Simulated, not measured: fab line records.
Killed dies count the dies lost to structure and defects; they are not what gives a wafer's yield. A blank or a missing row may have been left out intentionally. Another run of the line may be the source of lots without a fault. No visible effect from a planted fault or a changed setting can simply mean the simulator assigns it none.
Matching of chambers + flow n5_finfet + 4 sister chambers for N5_BEOL_M2_ETCH_74 on rie_diel-05
The step etches underlayer in N2/H2, target depth 6.5 nm, time 5.2 s. 4 wafers are shown with their chamber, then 7 later ones without.

## WAFERS, EACH WITH ITS CHAMBER
| wafer  | chamber | showerhead_plenum_p_Torr (Torr) |
|--------|---------|---------------------------------|
| L479.4 | 1       | 2.51                            |
| L488.6 | 3       | 2.50                            |
| L490.1 | 2       | 2.62                            |
| L490.3 | 0       | 2.70                            |

## WAFERS MISSING THEIR CHAMBER
| wafer  | showerhead_plenum_p_Torr (Torr) |
|--------|---------------------------------|
| L490.5 | 2.51                            |
| L496.2 | 2.61                            |
| L496.3 | 2.70                            |
| L496.6 | 2.49                            |
| L497.2 | 2.61                            |
| L497.3 | 2.70                            |
| L497.4 | 2.49                            |

## WHICH CHAMBER EACH ONE RAN IN
| wafer  | from the rows above     | in truth |
|--------|-------------------------|----------|
| L490.5 | can't be placed: 1 or 3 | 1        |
| L496.2 | 2                       | 2        |
| L496.3 | 0                       | 0        |
| L496.6 | can't be placed: 3 or 1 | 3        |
| L497.2 | 2                       | 2        |
| L497.3 | 0                       | 0        |
| L497.4 | can't be placed: 3 or 1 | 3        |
Placed correctly: 4 of 7. These rows do not allow placing 3 (true chamber among the candidates in 3). Number placed wrongly: 0.
How it was worked out, from the rows above alone: a wafer's distance from a chamber is the root of the sum, over the readings, of the square of ((its reading less the chamber's mean) divided by the reading's scatter). If the next closest chamber is less than 2 further off than the closest, the wafer can't be placed; otherwise it belongs to the closest. Each chamber's mean is taken over the wafers shown for it. The scatter (one wafer shown for each chamber): square how far every hidden wafer sits from the nearest shown wafer, average those squares and take the square root.
